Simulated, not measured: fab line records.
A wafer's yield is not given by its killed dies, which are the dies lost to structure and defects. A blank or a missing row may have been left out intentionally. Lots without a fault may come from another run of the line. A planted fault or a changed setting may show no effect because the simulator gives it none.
fab line records	flow n5Finfet
record lots=7	wafers=21	lastDay=18
route steps=1938 shown MOL_CONTACT_COAG@623 BEOL_M0_SAQP@632 BEOL_M4@1111
lots untouched by any fault: they come from a run of this same line in which no faults occurred
startH: the number of hours between the record's first day and the start of the first shown wafer of the lot	waitH: how many hours have passed since the lot's step before this one	" as in the row above	L1.1+2: one row covering several wafers at once	- value missing, or start not given	* or withheld: withheld	< > ~ a bound
route shown NAME@n: NAME is a module with steps in the file, n the number in the route of the first one	usual: mean/standard deviation taken from wafers without a fault	same: alike in all rows	chamber/n: place in a boat	sites: the reading at each site	_std_site: the values' standard deviation	_edge_site: mean of outer sites minus mean of inner sites	radiusMm: for every site, how far away it sits from the centre of the wafer	mask NAME#n: copy n	behind: tool/chamber where the wafer was last shaped	hold: why the lot went on hold/how many hours it stayed there/how the hold came to an end	device: the transistor (n, p or np) that didn't switch	end of line: tests of these same wafers at the route's end	for a step that has no rows: nothing shown but its recipe	killed: not the wafer's yield, but the dies lost to structure and defects at the first sort	map: the dies of a wafer, with x for killed, . for not killed, _ for no die there
set.NAME: the setting as run; set.NAME@STEP: as run at that earlier step	model.NAME: the simulator's own value behind a step, which no gauge read
certain route steps with their lots: each step a table, each wafer a row
services: when a tool's chamber went out of use (startH, in hours from the record's first day, below 0 if earlier), for how many hours, and the reason
## steps
# step N5_MOL_CONTACT_COAG_PRE_CLEAN_121
# recipe gas=H2/He	timeS=*	tempC=withheld
# step N5_MOL_CONTACT_COAG_CVD_140
# recipe material=W	targetThkA=665	mode=selectiveFill	tempC=300	timeS=215
# step N5_MOL_CONTACT_COAG_PRECLEAN_127
# recipe chemistry=DIW	timeS=57.5	tempC=23
# step N5_MOL_CONTACT_COAG_SRD_128
# recipe dryTimeS=32	dry=n2Spin	spinRpm=1500
# step N5_MOL_CONTACT_COAG_CMP_52
# recipe stopOn=SiO2	tOverpolishS=1.5	postCmpClean=wDiluteNh4oh	downForcePsi=4	platenRpm=50.289	padVelocityMS=1.0006	targetThkNm=66.5
# usual motorCurrentA=12.5/1.2	overpolishRunS=1.500/0.009	platenRpm=50.29/0.035	timeToEndpointS=13.3/2.8
lot.wafer	tool	chamber	startH	waitH	motorCurrentA	overpolishRunS	platenRpm	timeToEndpointS
L237.2	cmp-01	3	125.01	0.0	12.3	1.496	50.32	16.2
L237.3	"	1	"	"	12.8	1.519	50.26	14.8
L237.5	"	0	"	"	11.5	1.497	50.18	15.6
L242.2	cmp-03	2	155.36	0.0	12.7	1.507	50.32	14.9
L242.6	"	2	"	"	12.6	1.499	50.26	12.3
L242.5	"	3	"	"	13.3	1.509	50.26	9.9
L243.4	cmp-03	2	162.51	0.0	12.3	1.501	50.28	15.2
L243.2	"	3	"	"	13.1	1.502	50.30	10.9
L243.5	"	2	"	"	12.2	1.490	50.30	15.7
L244.2	cmp-03	0	167.52	0.1	11.5	1.499	50.36	14.6
L244.4	"	1	"	"	14.0	1.496	50.28	9.9
L244.5	"	3	"	"	13.7	1.513	50.30	12.9
L248.2	cmp-01	2	195.88	0.2	11.5	1.498	50.23	14.0
L248.4	"	3	"	"	12.0	1.497	50.25	18.8
L248.6	"	3	"	"	12.4	1.497	50.29	17.9
L251.1	cmp-03	2	209.57	0.1	12.4	1.497	50.35	17.4
L251.2	"	3	"	"	14.0	1.519	50.28	13.8
L251.3	"	0	"	"	11.5	1.494	50.29	17.5
L255.3	cmp-01	3	236.60	0.0	12.3	1.490	50.26	16.4
L255.1	"	1	"	"	13.4	1.509	50.31	11.9
L255.5	"	3	"	"	11.6	1.496	50.27	18.8
# step N5_MOL_CONTACT_COAG_THK_MEAS_53
# recipe reads=SiO2_of_MOL_CONTACT_COAG_PECVD_31
# usual VIA_MOL_THK=44.0/0.65
lot.wafer	tool	chamber	startH	waitH	VIA_MOL_THK[nm]
L237.2	filmMetro-01	-	125.30	-	43.1
L237.3	"	-	"	"	43.5
L237.5	"	-	"	"	44.5
L242.2	filmMetro-01	-	155.65	-	43.3
L242.5	"	-	"	"	44.2
L242.6	"	-	"	"	44.6
L243.2	filmMetro-01	-	162.80	-	43.7
L243.4	"	-	"	"	44.0
L243.5	"	-	"	"	45.2
L244.2	filmMetro-01	-	167.74	-	44.8
L244.4	"	-	"	"	45.3
L244.5	"	-	"	"	44.1
L248.2	filmMetro-01	-	196.17	-	43.9
L248.4	"	-	"	"	43.2
L248.6	"	-	"	"	45.0
L251.1	filmMetro-01	-	209.82	-	43.3
L251.2	"	-	"	"	44.0
L251.3	"	-	"	"	43.9
L255.1	filmMetro-02	-	236.90	-	43.6
L255.3	"	-	"	"	43.7
L255.5	"	-	"	"	45.0
# step N5_MOL_CONTACT_COAG_ANNEAL_112
# recipe tempC=400	timeS=1800	ambient=HPD2	pressureAtm=10
# step N5_MOL_CONTACT_COAG_INSPECT_97
# recipe inspectInstrument=darkfield	mode=postAnneal
# usual rawDefectCount=41/17
lot.wafer	tool	chamber	startH	waitH	rawDefectCount
L237.2	defectInspect-01	-	128.37	0.0	31
L237.3	"	-	"	"	37
L237.5	"	-	"	"	29
L242.2	defectInspect-02	-	158.72	0.0	28
L242.5	"	-	"	"	48
L242.6	"	-	"	"	43
L243.2	defectInspect-02	-	165.87	0.0	41
L243.4	"	-	"	"	33
L243.5	"	-	"	"	31
L244.2	defectInspect-02	-	170.81	0.0	26
L244.4	"	-	"	"	43
L244.5	"	-	"	"	45
L248.2	defectInspect-01	-	199.24	0.0	27
L248.4	"	-	"	"	32
L248.6	"	-	"	"	32
L251.1	defectInspect-01	-	213.98	0.0	24
L251.2	"	-	"	"	31
L251.3	"	-	"	"	28
L255.1	defectInspect-01	-	239.96	0.0	22
L255.3	"	-	"	"	42
L255.5	"	-	"	"	51
# step N5_BEOL_M0_SAQP_PECVD_00
# recipe material=SiCN	targetThkA=80	tempC=withheld	precursor=3MS/NH3	pressureTorr=3	rfW=202	timeS=14
# step N5_BEOL_M0_SAQP_ILD_DEP_01
# recipe material=SiOC	targetThkA=454.19	tempC=350	precursor=DEMS/O2	pressureTorr=5	rfW=500	timeS=8.7
# usual heaterPowerW=481/53	showerheadPlenumPTorr=5.704/0.016	throttleValvePct=12.1/0.83
lot.wafer	tool	chamber	startH	waitH	heaterPowerW	showerheadPlenumPTorr	throttleValvePct
L237.2	pecvd-04	2	128.72	0.0	505	5.697	11.9
L237.3	"	0	"	"	429	5.709	12.5
L237.5	"	2	"	"	515	5.686	11.8
L242.2	pecvd-01	1	159.07	0.0	420	5.723	12.8
L242.5	"	2	"	"	514	5.695	10.6
L242.6	"	1	"	"	425	5.705	13.0
L243.2	pecvd-04	1	166.21	0.0	487	5.683	12.6
L243.4	"	1	"	"	488	5.688	12.4
L243.5	"	0	"	"	458	5.702	12.3
L244.2	pecvd-03	1	171.15	0.0	536	5.731	11.8
L244.4	"	1	"	"	546	5.733	11.8
L244.5	"	2	"	"	410	5.695	11.5
L248.2	pecvd-03	1	199.58	0.0	534	5.715	12.1
L248.4	"	0	"	"	586	5.673	11.3
L248.6	"	1	"	"	550	5.723	12.1
L251.1	pecvd-04	1	214.34	0.0	432	5.683	12.3
L251.2	"	0	"	"	490	5.719	12.3
L251.3	"	2	"	"	526	5.688	12.3
L255.1	pecvd-03	2	240.33	0.0	455	5.699	11.3
L255.3	"	1	"	"	548	5.733	11.8
L255.5	"	2	"	"	460	5.684	11.0
# step N5_BEOL_M0_SAQP_HM_DEP_02
# recipe material=TiN	targetThkA=120	tempC=25	chamberPressurePa=0.49996
# step N5_BEOL_M0_SAQP_PECVD_03
# recipe material=SiCN	targetThkA=120	tempC=withheld	precursor=3MS/NH3	pressureTorr=3	rfW=202	timeS=21.1
# usual chamberPressureTorr=3.001/0.0068	rfFwdPowerW=198.9/0.9	showerheadPlenumPTorr=3.672/0.015	throttleValvePct=9.2/0.56
lot.wafer	tool	chamber	startH	waitH	chamberPressureTorr	rfFwdPowerW	showerheadPlenumPTorr	throttleValvePct
L237.2	pecvd-03	0	130.63	0.1	3.002	198.8	3.659	8.8
L237.3	"	1	"	"	2.998	199.4	3.711	9.1
L237.5	"	2	"	"	2.989	199.6	3.660	8.7
L242.2	pecvd-01	2	159.31	0.1	-	-	-	-
L242.5	"	2	"	"	-	-	-	-
L242.6	"	0	"	"	-	-	-	-
L243.2	pecvd-03	0	169.01	0.1	-	-	-	-
L243.4	"	1	"	"	-	-	-	-
L243.5	"	2	"	"	-	-	-	-
L244.2	pecvd-01	1	172.35	0.1	-	-	-	-
L244.4	"	2	"	"	-	-	-	-
L244.5	"	0	"	"	-	-	-	-
L248.2	pecvd-01	1	200.08	0.1	3.004	198.1	3.682	10.0
L248.4	"	0	"	"	3.003	198.8	3.680	10.0
L248.6	"	1	"	"	3.006	199.1	3.681	9.7
L251.1	pecvd-01	0	216.38	0.1	3.002	199.0	3.691	10.2
L251.2	"	1	"	"	3.002	198.6	3.679	9.6
L251.3	"	2	"	"	3.001	199.1	3.672	8.2
L255.1	pecvd-01	1	240.59	0.1	2.985	198.1	3.680	9.8
L255.3	"	0	"	"	3.010	199.7	3.674	10.3
L255.5	"	0	"	"	3.013	199.9	3.686	10.3
# step N5_BEOL_M0_SAQP_PECVD_96
# recipe material=a-Si	targetThkA=450	tempC=350	precursor=SiH4/He	pressureTorr=3	rfW=100	timeS=45.2
# step N5_BEOL_M0_SAQP_PECVD_97
# recipe material=SiNx	targetThkA=230	tempC=350	precursor=SiH4/NH3/N2	pressureTorr=1.5	rfW=300	timeS=19.9
# step N5_BEOL_M0_SAQP_PECVD_04
# recipe material=a-Si	targetThkA=600	tempC=350	precursor=SiH4/He	pressureTorr=3	rfW=100	timeS=60.2
# step N5_BEOL_M0_SAQP_THK_MEAS_05
# usual thkNm=59.8/0.79
lot.wafer	tool	chamber	startH	waitH	thkNm
L237.2	filmMetro-02	-	130.84	0.1	59.2
L237.3	"	-	"	"	60.1
L237.5	"	-	"	"	59.6
L242.2	filmMetro-02	-	159.52	0.1	59.3
L242.5	"	-	"	"	59.3
L242.6	"	-	"	"	59.4
L243.2	filmMetro-02	-	169.22	0.1	58.8
L243.4	"	-	"	"	61.2
L243.5	"	-	"	"	59.4
L244.2	filmMetro-02	-	172.57	0.1	60.1
L244.4	"	-	"	"	60.6
L244.5	"	-	"	"	60.2
L248.2	filmMetro-01	-	200.29	0.1	59.9
L248.4	"	-	"	"	61.1
L248.6	"	-	"	"	60.8
L251.1	filmMetro-02	-	216.59	0.1	58.0
L251.2	"	-	"	"	58.3
L251.3	"	-	"	"	59.2
L255.1	filmMetro-02	-	240.80	0.1	59.9
L255.3	"	-	"	"	59.1
L255.5	"	-	"	"	59.6
# step N5_BEOL_M0_SAQP_HM_DEP_111
# recipe material=SiO2	targetThkA=120	tempC=400	precursor=SiH4/N2O	pressureTorr=0.75	rfW=275	timeS=7.2
# step N5_BEOL_M0_SAQP_COAT_81
# recipe resist=SOC	tempC=250	timeS=60	spinRpm=1500	resistThkNm=100
# step N5_BEOL_M0_SAQP_COAT_82
# recipe resist=SiARC	tempC=220	timeS=60	spinRpm=1500	resistThkNm=30
# step N5_BEOL_M0_SAQP_COAT_08
# recipe resist=CAR-ArF	spinRpm=1500	resistThkNm=90
# step N5_BEOL_M0_SAQP_EBR_10
# recipe solvent=PGMEA	ebrWidthMm=1.5
# step N5_BEOL_M0_SAQP_SOFTBAKE_09
# recipe tempC=110	timeS=60	resist=CAR-ArF
# step N5_BEOL_M0_SAQP_EXPOSE_11
# recipe maskId=M0_CORE	na=1.35	sourceShape=dipole	sigmaInner=0.538	sigmaOuter=0.738	polarization=te	targetCdNm=42	doseMj=55
# step N5_BEOL_M0_SAQP_PEB_12
# recipe pebTempC=withheld	pebTimeS=60	resist=CAR-ArF
# step N5_BEOL_M0_SAQP_DEVELOP_13
# recipe developTimeS=30	developer=TMAH	resist=CAR-ArF	devTempC=23	rinseLiquid=diw	dry=airSpin
# step N5_BEOL_M0_SAQP_CD_MEAS_14
# recipe targetCdNm=42.5	landingEnergyEv=500	detector=seInlens
# usual cdNm=42.4/0.36
lot.wafer	tool	chamber	startH	waitH	cdNm
L237.2	cdSem-03	0	131.36	-	42.2
L237.3	"	0	"	"	42.9
L237.5	"	0	"	"	42.8
L242.2	cdSem-03	0	160.00	-	42.3
L242.5	"	0	"	"	42.8
L242.6	"	0	"	"	41.8
L243.2	cdSem-03	0	169.70	-	43.2
L243.4	"	0	"	"	42.8
L243.5	"	0	"	"	42.5
L244.2	cdSem-03	0	173.05	-	42.3
L244.4	"	0	"	"	42.0
L244.5	"	0	"	"	42.6
L248.2	cdSem-01	0	200.64	-	42.6
L248.4	"	0	"	"	42.7
L248.6	"	0	"	"	42.7
L251.1	cdSem-01	0	217.07	-	42.6
L251.2	"	0	"	"	42.9
L251.3	"	0	"	"	42.6
L255.1	cdSem-02	0	241.28	-	42.4
L255.3	"	0	"	"	42.9
L255.5	"	0	"	"	42.0
# step N5_BEOL_M0_SAQP_OVL_MEAS_15
# recipe pointsPerWafer=44
# usual M0_CORE_OVL=0.7/0.81
lot.wafer	tool	chamber	startH	waitH	M0_CORE_OVL[nm]
L237.2	overlay-01	0	131.39	0.0	0.9
L237.3	"	0	"	"	0.4
L237.5	"	0	"	"	0.1
L242.2	overlay-02	0	160.03	0.0	0.3
L242.5	"	0	"	"	-0.1
L242.6	"	0	"	"	0.7
L243.2	overlay-01	0	169.73	0.0	-0.2
L243.4	"	0	"	"	-1.0
L243.5	"	0	"	"	0.4
L244.2	overlay-01	0	173.08	0.0	0.4
L244.4	"	0	"	"	1.7
L244.5	"	0	"	"	0.1
L248.2	overlay-02	0	200.67	0.0	-0.1
L248.4	"	0	"	"	-0.4
L248.6	"	0	"	"	-0.6
L251.1	overlay-02	0	217.10	0.0	0.7
L251.2	"	0	"	"	1.1
L251.3	"	0	"	"	1.5
L255.1	overlay-02	0	241.31	0.0	0.8
L255.3	"	0	"	"	1.1
L255.5	"	0	"	"	0.3
# step N5_BEOL_M0_SAQP_INSPECT_16
# recipe mode=adi	inspectInstrument=brightfield
# usual rawDefectCount=443/120
lot.wafer	tool	chamber	startH	waitH	rawDefectCount
L237.2	defectInspect-01	-	131.41	0.0	469
L237.3	"	-	"	"	568
L237.5	"	-	"	"	302
L242.2	defectInspect-01	-	160.05	0.0	312
L242.5	"	-	"	"	316
L242.6	"	-	"	"	343
L243.2	defectInspect-01	-	169.75	0.0	314
L243.4	"	-	"	"	418
L243.5	"	-	"	"	395
L244.2	defectInspect-01	-	173.11	0.0	712
L244.4	"	-	"	"	439
L244.5	"	-	"	"	553
L248.2	defectInspect-02	-	200.70	0.0	342
L248.4	"	-	"	"	532
L248.6	"	-	"	"	294
L251.1	defectInspect-01	-	217.13	0.0	439
L251.2	"	-	"	"	498
L251.3	"	-	"	"	616
L255.1	defectInspect-01	-	241.34	0.0	359
L255.3	"	-	"	"	421
L255.5	"	-	"	"	267
# step N5_BEOL_M0_SAQP_DESCUM_19
# recipe chemistry=O2	timeS=7.9	sourcePowerW=50	biasPowerW=20	pressureMtorr=20	rfFrequencyHz=2.712e+07	tempC=40	resist=CAR-ArF	o2FlowSccm=225
# step N5_BEOL_M0_SAQP_ETCH_83
# recipe chemistry=CF4	target=SiARC	targetDepthA=390	maskMaterial=CAR-ArF	timeS=65	ionEnergyEv=80	pressureMtorr=40	sourceW=545	biasW=36	Ar_flow_sccm=100	cf4FlowSccm=100	ends=cleared
# step N5_BEOL_M0_SAQP_ETCH_84
# recipe chemistry=N2/H2	target=SOC	targetDepthA=1000	overetchA=200	maskMaterial=SiARC	tempC=40	timeS=150	ionEnergyEv=200	pressureMtorr=30	sourceW=840	biasW=150	n2FlowSccm=200	h2FlowSccm=200
# usual drypumpMotorCurrentA=5.9/0.38	oesProductAu=0.68/0.059	rfVppV=524.5/2.2	showerheadPlenumPTorr=2.57/0.074	throttleValvePct=17.91/0.27
lot.wafer	tool	chamber	startH	waitH	drypumpMotorCurrentA	oesProductAu	rfHoursCounterH	rfVppV	showerheadPlenumPTorr	throttleValvePct
L237.2	rieDiel-03	3	131.74	0.0	6.3	0.63	252	525.4	2.61	17.78
L237.3	"	0	"	"	6.2	0.64	216	525.9	2.63	18.21
L237.5	"	3	"	"	6.3	0.62	-	525.6	2.61	17.78
L242.2	rieDiel-04	3	160.17	0.0	5.3	0.68	181	526.8	2.64	18.16
L242.5	"	2	"	"	6.4	0.61	-	525.1	2.63	18.23
L242.6	"	3	"	"	5.3	0.67	-	525.2	2.64	18.17
L243.2	rieDiel-06	3	169.87	0.0	6.0	0.64	194	519.9	2.43	18.15
L243.4	"	0	"	"	5.4	0.64	186	522.7	2.52	18.15
L243.5	"	1	"	"	5.3	0.67	-	523.5	2.55	17.95
L244.2	rieDiel-03	2	173.29	0.0	5.7	0.74	69	522.0	2.47	17.54
L244.4	"	1	"	"	5.7	0.63	-	526.4	2.64	18.03
L244.5	"	0	"	"	6.2	0.63	-	524.8	2.62	18.24
L248.2	rieDiel-03	2	200.94	0.0	5.7	0.73	78	521.6	2.47	17.56
L248.4	"	1	"	"	5.8	0.63	207	527.0	2.64	18.04
L248.6	"	1	"	"	5.7	0.63	-	526.3	2.64	18.02
L251.1	rieDiel-04	1	217.28	0.0	6.3	0.67	156	527.6	2.64	17.69
L251.2	"	3	"	"	5.3	0.66	199	525.8	2.63	18.19
L251.3	"	2	"	"	6.4	0.60	245	526.5	2.62	18.24
L255.1	rieDiel-04	3	241.46	0.0	5.3	0.65	206	526.2	2.63	18.21
L255.3	"	0	"	"	6.1	0.76	85	524.9	2.58	17.52
L255.5	"	0	"	"	6.1	0.75	-	526.0	2.58	17.51
# step N5_BEOL_M0_SAQP_STRIP_80
# recipe chemistry=N2/H2	tempC=40	n2FlowSccm=200	h2FlowSccm=200	rfFrequencyHz=6e+07
# step N5_BEOL_M0_SAQP_HM_OPEN_112
# recipe chemistry=CHF3/O2	target=SiO2	stopOn=a-Si	targetDepthA=120	overEtchFrac=1.25	maskMaterial=SOC	timeS=13.5	pressureMtorr=30	sourceW=650	biasW=170	Ar_flow_sccm=200	CHF3_flow_sccm=50	O2_flow_sccm=5	ionEnergyEv=200	ends=endPoint
# step N5_BEOL_M0_SAQP_STRIP_113
# recipe chemistry=CHF3/O2	resist=SiARC	rfFrequencyHz=6e+07
# step N5_BEOL_M0_SAQP_MANDREL_ETCH_20
# recipe targetDepthA=600	chemistry=HBr/Cl2	target=a-Si	stopOn=SiNx	btTimeS=10	maskMaterial=SOC	overEtchFrac=0.5	timeS=30	pressureMtorr=10	icpW=800	biasW=75	HBr_flow_sccm=150	Cl2_flow_sccm=80	ends=endPoint
# usual drypumpMotorCurrentA=5.9/0.36	oesProductAu=0.767/0.012	throttleValvePct=35.53/0.26
lot.wafer	tool	chamber	startH	waitH	drypumpMotorCurrentA	oesProductAu	rfHoursCounterH	throttleValvePct
L237.2	rieSi-05	1	131.93	0.0	5.7	0.780	92	35.64
L237.3	"	0	"	"	5.6	0.757	5	35.51
L237.5	"	3	"	"	6.2	0.757	-	35.40
L242.2	rieSi-02	3	160.37	0.0	6.0	0.762	85	35.87
L242.5	"	2	"	"	5.5	0.762	-	35.11
L242.6	"	1	"	"	5.9	0.755	-	35.49
L243.2	rieSi-02	1	170.07	0.0	5.9	0.753	126	35.50
L243.4	"	0	"	"	6.1	0.763	156	35.32
L243.5	"	0	"	"	6.1	0.761	-	35.33
L244.2	rieSi-05	2	173.48	0.0	6.5	0.767	13	35.96
L244.4	"	3	"	"	6.2	0.761	155	35.38
L244.5	"	2	"	"	6.5	0.768	-	35.96
L248.2	rieSi-05	1	201.13	0.0	5.8	0.781	93	35.64
L248.4	"	3	"	"	6.2	0.751	155	35.36
L248.6	"	3	"	"	6.2	0.765	-	35.40
L251.1	rieSi-05	1	217.47	0.0	5.7	0.779	94	35.65
L251.2	"	3	"	"	6.2	0.738	156	35.43
L251.3	"	2	"	"	6.4	0.762	13	35.98
L255.1	rieSi-05	1	241.65	0.0	5.8	0.789	94	35.62
L255.3	"	3	"	"	6.2	0.743	156	35.40
L255.5	"	2	"	"	6.5	0.768	-	35.95
# step N5_BEOL_M0_SAQP_STRIP_86
# recipe chemistry=N2/H2	powerW=500	tempC=40	pressureMtorr=50	rfFrequencyHz=6e+07	overashFraction=0.3	biasPowerW=28	h2Frac=0.5	n2FlowSccm=300	h2FlowSccm=300
# step N5_BEOL_M0_SAQP_STRIP_115
# recipe chemistry=postEtchResidueRemover	timeS=60	tempC=25	removerPh=withheld	removerWaterWtPct=withheld	removerFluorideWtPct=withheld
# step N5_BEOL_M0_SAQP_SRD_93
# recipe dry=ipaMarangoni	timeS=30	tempC=23	rinseLiquid=diw
# step N5_BEOL_M0_SAQP_RECESS_114
# recipe chemistry=HF/NH3	target=SiO2	targetDepthA=144	afsCycles=3	tempC=30	sublimationTempC=180	sublimationTimeS=60
# step N5_BEOL_M0_SAQP_SPACER1_ALD_98
# recipe material=SiO2	targetThkA=128	tempC=300	aldPrecursorFamily=BDEAS	aldCoReactant=O2-plasma	pulseTimeS=1	purgeTimeS=2	coReactantPurgeTimeS=2	aldCycles=138	pressureTorr=2
# usual heaterPowerW=475/46	precursorPulseHeightRel=1.002/0.019
lot.wafer	tool	chamber	startH	waitH	heaterPowerW	precursorPulseHeightRel
L237.2	aldSin-02	0	132.56	0.3	417	1.034
L237.3	"	3	"	"	454	0.992
L237.5	"	0	"	"	419	0.986
L242.2	aldSin-01	0	161.78	1.1	479	1.012
L242.5	"	0	"	"	472	0.998
L242.6	"	1	"	"	442	0.970
L243.2	aldSin-04	3	171.72	1.3	585	1.008
L243.4	"	1	"	"	504	0.992
L243.5	"	1	"	"	490	0.990
L244.2	aldSin-02	2	174.18	0.3	425	0.990
L244.4	"	2	"	"	435	0.955
L244.5	"	1	"	"	445	1.009
L248.2	aldSin-02	2	201.94	0.5	437	0.982
L248.4	"	1	"	"	452	1.025
L248.6	"	3	"	"	451	1.002
L251.1	aldSin-01	3	218.36	0.5	469	0.996
L251.2	"	0	"	"	454	1.036
L251.3	"	1	"	"	444	1.000
L255.1	aldSin-01	3	242.26	0.3	466	0.995
L255.3	"	1	"	"	445	1.029
L255.5	"	3	"	"	469	0.989
# step N5_BEOL_M0_SAQP_SPACER1_ETCHBACK_99
# recipe chemistry=CHF3/O2	mode=anisotropicEtchback	target=SiO2	targetDepthA=154	timeS=7.7	pressureMtorr=30	sourceW=650	biasW=170	Ar_flow_sccm=200	CHF3_flow_sccm=50	O2_flow_sccm=5	ionEnergyEv=200
# step N5_BEOL_M0_SAQP_CD_MEAS_29
# recipe targetCdNm=14.4	landingEnergyEv=1000	detector=seInlens
# usual cdNm=14.94/0.2
lot.wafer	tool	chamber	startH	waitH	cdNm
L237.2	cdSem-02	0	134.99	0.1	14.88
L237.3	"	0	"	"	14.86
L237.5	"	0	"	"	15.20
L242.2	cdSem-03	0	164.44	0.1	-
L242.5	"	0	"	"	-
L242.6	"	0	"	"	-
L243.2	cdSem-02	0	174.45	0.1	-
L243.4	"	0	"	"	-
L243.5	"	0	"	"	-
L244.2	cdSem-03	0	176.87	0.1	-
L244.4	"	0	"	"	-
L244.5	"	0	"	"	-
L248.2	cdSem-01	0	206.39	0.1	14.80
L248.4	"	0	"	"	14.79
L248.6	"	0	"	"	14.74
L251.1	cdSem-02	0	220.97	0.1	14.96
L251.2	"	0	"	"	15.06
L251.3	"	0	"	"	14.96
L255.1	cdSem-03	0	244.97	0.1	14.74
L255.3	"	0	"	"	14.93
L255.5	"	0	"	"	14.95
# step N5_BEOL_M4_RC_MEAS_101
# usual DIBL_N=36.3/1.8	DIBL_P=36.5/2.1	IOFF_N=0.16/0.031	IOFF_P=0.22/0.038	ION_N=677/12	ION_P=466/7.8	SS_N=71.5/0.61	SS_P=73.2/0.7	VT_N=249/3	VT_P=-248.9/3
lot.wafer	tool	chamber	startH	waitH	DIBL_N[mV/V]	DIBL_P[mV/V]	IOFF_N[nA/um]	IOFF_P[nA/um]	ION_N[uA/um]	ION_P[uA/um]	SS_N[mV/dec]	SS_P[mV/dec]	VT_N[mV]	VT_P[mV]
L237.2	prober-02	0	207.22	0.2	35.4	34.5	0.15	0.20	692	476	70.6	73.4	250	-248.2
L237.3	"	0	"	"	36.9	36.3	0.17	0.23	693	473	71.0	72.9	249	-246.7
L237.5	"	0	"	"	36.6	36.1	0.16	0.22	697	473	71.6	73.3	251	-246.8
L248.2	prober-02	0	278.29	0.2	34.5	35.0	0.14	0.21	669	463	71.4	72.9	250	-247.6
L248.4	"	0	"	"	37.5	38.9	0.21	0.26	696	470	72.0	73.1	246	-246.3
L248.6	"	0	"	"	34.1	35.0	0.15	0.20	684	466	71.0	72.6	247	-251.3
L251.1	prober-02	0	281.12	0.0	34.7	34.4	0.14	0.19	663	455	70.9	72.5	252	-250.7
L251.2	"	0	"	"	34.6	35.3	0.15	0.20	673	465	71.3	72.4	249	-251.3
L251.3	"	0	"	"	35.9	36.2	0.16	0.21	670	459	71.9	72.8	251	-249.7
L255.1	prober-01	0	316.30	0.0	35.0	35.3	0.14	0.22	685	479	71.6	73.0	251	-248.2
L255.3	"	0	"	"	36.7	37.8	0.17	0.25	675	471	71.2	73.9	249	-245.9
L255.5	"	0	"	"	34.5	35.2	0.14	0.21	689	477	71.6	72.5	250	-250.0
## services
tool	chamber	startH	hours	kind
rieDiel-03	2	104.37	62.3	repair
pecvd-04	0	105.45	5.5	repair
cmp-03	-	109.62	1.0	repair
aldSin-02	-	122.50	0.9	repair
rieDiel-04	-	122.71	2.8	pm
pecvd-01	-	154.39	1.6	repair
cmp-01	-	168.40	1.6	repair
rieSi-05	2	178.40	11.5	repair
pecvd-03	-	186.52	0.8	repair
pecvd-03	2	202.38	-	clean
pecvd-03	2	202.38	-	consumableReplace:showerhead
pecvd-03	2	202.38	29.0	scheduledDown
pecvd-03	2	202.38	29.0	ventCycle
rieSi-05	0	207.51	14.0	repair
rieDiel-06	0	211.47	8.5	repair
cmp-03	-	211.73	4.0	pm
cmp-03	-	215.73	-	consumableReplace:conditioner
cmp-03	-	215.73	-	consumableReplace:pad
pecvd-01	0	221.01	1.7	repair
pecvd-01	-	224.83	0.8	repair
pecvd-04	-	227.99	28.1	pm
pecvd-01	2	230.32	2.1	scheduledDown
aldSin-01	-	234.57	1.6	repair
aldSin-04	2	235.80	1.5	repair
## key
firstSign step=N5_BEOL_M0_SAQP_PECVD_03	reading=toolRecord	direction=missing
effect step=N5_BEOL_M0_SAQP_CD_MEAS_29	reading=cdNm	direction=missing
metAt N5_BEOL_M0_SAQP_PECVD_03
struckWafers L242.2,L242.5,L242.6,L243.2,L243.4,L243.5,L244.2,L244.4,L244.5
laterRowsLeftOut L242.2,L242.5,L242.6,L243.2,L243.4,L243.5,L244.2,L244.4,L244.5
sortLeftOut L242.2,L242.5,L242.6,L243.2,L243.4,L243.5,L244.2,L244.4,L244.5
onsetBetween 130.63 159.31
fault kind=skippedStepWhole	tool=pecvd-01,pecvd-03	chamber=-	onsetH=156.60	steps=N5_BEOL_M0_SAQP_PECVD_03	scope=struckLotsOnly
# sortLeftOut: the simulated sort isn't trusted on such a fault, so these wafers' sort isn't shown, and their yield isn't known
# laterRowsLeftOut: the simulator's readings of these wafers behind a module that went badly wrong aren't trusted and aren't shown, but for the sort
